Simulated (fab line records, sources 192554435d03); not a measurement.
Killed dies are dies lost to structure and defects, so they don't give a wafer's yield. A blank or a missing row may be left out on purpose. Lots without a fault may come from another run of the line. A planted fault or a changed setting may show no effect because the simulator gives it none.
Which tool did it? | flow n5_finfet | 24 lots, 72 wafers sampled, at 5 steps of a route of 1938

WHAT THE GAUGES READ, wafer by wafer
N5_BEOL_M5_CD_MEAS_35: target cd 28 nm, target cd y 24 nm.
lot  | measured     | on        | cd_nm (nm)
L074 | day 9 02:13  | cd_sem-02 | 27.6 27.8 27.9
L075 | day 9 10:59  | cd_sem-01 | 28.1 28.4 28.2
L076 | day 9 14:13  | cd_sem-03 | 27.2 27.8 27.8
L078 | day 10 07:31 | cd_sem-02 | 27.8 28.2 27.7
L077 | day 10 14:31 | cd_sem-02 | 28.1 28.5 27.5
L079 | day 11 05:47 | cd_sem-02 | 28.1 28.0 27.4
L080 | day 11 06:28 | cd_sem-01 | 27.8 28.7 28.3
L081 | day 11 12:41 | cd_sem-02 | 27.4 28.2 27.8
L082 | day 11 14:38 | cd_sem-02 | 27.7 27.6 27.9
L083 | day 12 18:34 | cd_sem-02 | 27.7 27.4 27.5
L084 | day 13 06:22 | cd_sem-02 | 28.0 27.5 28.0
L085 | day 13 11:56 | cd_sem-03 | 27.4 28.6 28.1
L086 | day 13 15:30 | cd_sem-03 | 28.2 27.9 28.2
L088 | day 13 16:02 | cd_sem-02 | 27.1 27.9 28.2
L087 | day 13 21:38 | cd_sem-03 | 28.1 27.6 27.4
L089 | day 13 22:40 | cd_sem-02 | 28.3 27.5 27.7
L090 | day 14 00:49 | cd_sem-03 | 27.6 28.6 28.0
L092 | day 14 06:49 | cd_sem-01 | 28.0 27.7 27.9
L094 | day 14 17:46 | cd_sem-02 | 27.7 28.5 28.3
L091 | day 14 18:09 | cd_sem-02 | 28.3 27.1 27.6
L095 | day 14 23:40 | cd_sem-01 | 28.4 27.8 28.3
L093 | day 15 02:47 | cd_sem-01 | 28.5 27.5 28.5
L096 | day 15 03:46 | cd_sem-03 | 28.2 28.2 27.7
L097 | day 16 08:35 | cd_sem-02 | 27.5 27.8 27.8

N5_BEOL_M6_THK_MEAS_01.
lot  | measured     | on            | M6_ILD_THK (nm)
L074 | day 9 12:51  | film_metro-01 | 152.0 156.0 155.1
L075 | day 9 18:16  | film_metro-01 | 155.6 153.5 160.0
L076 | day 9 22:11  | film_metro-02 | 153.9 153.3 153.6
L078 | day 10 16:06 | film_metro-01 | 155.4 158.8 158.6
L077 | day 10 22:09 | film_metro-02 | 151.8 156.3 155.2
L079 | day 11 15:31 | film_metro-02 | 154.1 155.0 154.6
L080 | day 11 15:38 | film_metro-02 | 153.1 155.8 157.1
L081 | day 11 20:14 | film_metro-02 | 154.2 153.5 155.9
L082 | day 11 22:53 | film_metro-01 | 150.9 154.5 152.2
L083 | day 13 02:13 | film_metro-02 | 151.8 154.9 156.6
L084 | day 13 14:07 | film_metro-01 | 149.4 152.1 151.9
L085 | day 13 19:20 | film_metro-02 | 150.9 152.8 152.8
L086 | day 13 23:27 | film_metro-02 | 153.7 154.3 159.6
L088 | day 13 23:53 | film_metro-01 | 151.7 153.7 154.7
L087 | day 14 05:31 | film_metro-02 | 153.5 152.0 153.7
L089 | day 14 08:38 | film_metro-01 | 155.3 154.4 158.2
L090 | day 14 10:36 | film_metro-01 | 157.0 160.4 156.8
L092 | day 14 15:41 | film_metro-02 | 152.0 156.8 153.9
L094 | day 15 00:49 | film_metro-01 | 153.1 154.3 155.8
L091 | day 15 04:02 | film_metro-02 | 153.9 157.6 157.2
L095 | day 15 07:12 | film_metro-02 | 149.9 151.6 153.6
L093 | day 15 10:34 | film_metro-02 | 153.0 152.3 156.7
L096 | day 15 11:25 | film_metro-02 | 150.8 150.0 154.5
L097 | day 16 16:16 | film_metro-01 | 153.1 155.2 156.8

N5_BEOL_M6_OVL_MEAS_12.
lot  | measured     | on         | M6_OVL (nm)
L074 | day 9 13:24  | overlay-02 | -0.5 -1.1 -1.0
L075 | day 9 18:47  | overlay-01 | 0.4 0.4 0.8
L076 | day 9 23:05  | overlay-01 | 0.1 1.3 0.7
L078 | day 10 17:07 | overlay-01 | -0.8 -0.4 -1.4
L077 | day 10 23:49 | overlay-01 | -0.1 -0.1 0.4
L079 | day 11 17:09 | overlay-01 | -0.7 0.3 0.3
L080 | day 11 17:19 | overlay-02 | 0.3 0.3 -1.1
L081 | day 11 21:34 | overlay-01 | 0.4 -0.2 0.5
L082 | day 11 23:49 | overlay-02 | 0.2 -0.1 -0.2
L083 | day 13 03:53 | overlay-01 | 0.0 -0.6 -0.1
L084 | day 13 16:10 | overlay-01 | 1.2 1.8 1.7
L085 | day 13 20:37 | overlay-01 | 0.0 0.3 0.6
L086 | day 14 01:26 | overlay-02 | -0.4 -1.0 -1.4
L088 | day 14 01:36 | overlay-02 | -0.3 -0.1 0.1
L087 | day 14 06:32 | overlay-01 | -0.4 0.3 -0.7
L089 | day 14 10:25 | overlay-02 | 1.1 1.7 -0.2
L090 | day 14 11:16 | overlay-02 | -0.6 -0.7 -0.5
L092 | day 14 16:19 | overlay-01 | 0.4 0.1 -0.2
L094 | day 15 01:45 | overlay-01 | -0.3 -0.8 -0.7
L091 | day 15 04:49 | overlay-01 | -0.4 0.1 0.2
L095 | day 15 08:13 | overlay-02 | 0.7 0.5 0.2
L093 | day 15 11:33 | overlay-02 | 0.7 -0.1 0.3
L096 | day 15 12:02 | overlay-02 | 0.5 0.2 0.5
L097 | day 16 18:52 | overlay-02 | -0.2 -0.1 0.2

N5_BEOL_M6_CD_MEAS_18: pitch 80 nm, target cd 40 nm.
lot  | measured     | on        | cd_nm (nm)
L074 | day 9 13:55  | cd_sem-03 | 39.9 40.1 39.7
L075 | day 9 19:18  | cd_sem-02 | 39.5 39.5 38.9
L076 | day 10 00:11 | cd_sem-01 | 39.6 39.3 38.9
L078 | day 10 17:43 | cd_sem-02 | 40.0 39.1 40.0
L077 | day 11 00:21 | cd_sem-03 | 39.3 39.2 39.3
L079 | day 11 17:52 | cd_sem-02 | 40.7 40.1 39.5
L080 | day 11 18:07 | cd_sem-01 | 40.2 40.1 40.0
L081 | day 11 22:09 | cd_sem-01 | 40.2 38.9 40.2
L082 | day 12 00:28 | cd_sem-03 | 40.4 40.5 40.2
L083 | day 13 04:44 | cd_sem-01 | 40.4 40.8 39.8
L084 | day 13 16:45 | cd_sem-03 | 40.2 40.6 40.3
L085 | day 13 21:17 | cd_sem-01 | 39.3 39.4 39.8
L086 | day 14 02:05 | cd_sem-02 | 40.3 39.7 40.9
L088 | day 14 02:21 | cd_sem-02 | 40.7 40.6 39.9
L087 | day 14 07:03 | cd_sem-03 | 40.2 40.3 40.5
L089 | day 14 11:00 | cd_sem-03 | 40.0 40.1 40.3
L090 | day 14 11:47 | cd_sem-03 | 40.3 41.0 40.3
L092 | day 14 16:50 | cd_sem-02 | 40.3 40.4 40.1
L094 | day 15 02:16 | cd_sem-01 | 39.7 40.0 39.9
L091 | day 15 05:20 | cd_sem-02 | 40.7 40.5 39.7
L095 | day 15 09:16 | cd_sem-03 | 40.7 40.6 41.7
L093 | day 15 12:04 | cd_sem-02 | 38.9 39.7 39.4
L096 | day 15 12:34 | cd_sem-02 | 41.3 40.3 40.0
L097 | day 16 19:30 | cd_sem-03 | 39.8 39.8 39.3

WHICH TOOL RAN EACH LOT (tool, then ch and the chambers of the sampled wafers, then the start)
lot  | N5_BEOL_M6_HM_DEP_02
L074 | pvd_sputter-02, day 9 12:59
L075 | pvd_sputter-03, day 9 18:23
L076 | pvd_sputter-02, day 9 22:41
L078 | pvd_sputter-02, day 10 16:35
L077 | pvd_sputter-02, day 10 23:17
L079 | pvd_sputter-02, day 11 16:37
L080 | pvd_sputter-01, day 11 16:40
L081 | pvd_sputter-03, day 11 21:02
L082 | pvd_sputter-03, day 11 23:17
L083 | pvd_sputter-01, day 13 03:21
L084 | pvd_sputter-02, day 13 15:38
L085 | pvd_sputter-03, day 13 20:12
L086 | pvd_sputter-03, day 14 00:54
L088 | pvd_sputter-01, day 14 00:54
L087 | pvd_sputter-01, day 14 06:00
L089 | pvd_sputter-03, day 14 09:53
L090 | pvd_sputter-03, day 14 10:51
L092 | pvd_sputter-02, day 14 15:47
L094 | pvd_sputter-02, day 15 01:13
L091 | pvd_sputter-02, day 15 04:17
L095 | pvd_sputter-01, day 15 07:41
L093 | pvd_sputter-02, day 15 11:01
L096 | pvd_sputter-02, day 15 11:31
L097 | pvd_sputter-01, day 16 18:28
- N5_BEOL_M6_HM_DEP_02: deposits TiN, target thk 20 nm.

WHAT THE TOOLS THEMSELVES READ (means of the sampled wafers that have a number; where no wafer has one, the mark that the record gives instead)
N5_BEOL_M6_HM_DEP_02.
lot  | tool           | throttle_valve_pct (%)
L074 | pvd_sputter-02 | 29.7
L075 | pvd_sputter-03 | 29.9
L076 | pvd_sputter-02 | 29.6
L078 | pvd_sputter-02 | 29.5
L077 | pvd_sputter-02 | 29.4
L079 | pvd_sputter-02 | 29.6
L080 | pvd_sputter-01 | 29.8
L081 | pvd_sputter-03 | 30.0
L082 | pvd_sputter-03 | 29.6
L083 | pvd_sputter-01 | 29.0
L084 | pvd_sputter-02 | 29.7
L085 | pvd_sputter-03 | 29.9
L086 | pvd_sputter-03 | 29.5
L088 | pvd_sputter-01 | 29.0
L087 | pvd_sputter-01 | 30.3
L089 | pvd_sputter-03 | 29.9
L090 | pvd_sputter-03 | 29.9
L092 | pvd_sputter-02 | 30.0
L094 | pvd_sputter-02 | 29.9
L091 | pvd_sputter-02 | 29.3
L095 | pvd_sputter-01 | 29.8
L093 | pvd_sputter-02 | 29.5
L096 | pvd_sputter-02 | 29.9
L097 | pvd_sputter-01 | 29.5

THE ANSWER, worked out from the rows above alone
Rule: what is usual is taken from the lots themselves. Put in order of their means at a reading, lots are off if they are a third of the lots or fewer, leave a main group of 4 or more, and stand apart from it by a gap of 3 or more times the standard deviation of the main group's means; of several such gaps the widest counts. A main group whose means are all the same, to the digits that the tables above print for the reading, isn't used. A lot without any number at a reading at which 4 lots or more have one is off too. The other lots that the step has rows for count as sound. The gauges are gone through in route order, then the tools' own readings, and for those a lot's mean is taken as printed above. The first step at which some lot is off is used, and at that step the reading that is off furthest; a lot without a number counts as furthest.
No lot is off at any reading shown: from this, nothing can be told.

WHAT THE SIMULATOR HAD PUT IN
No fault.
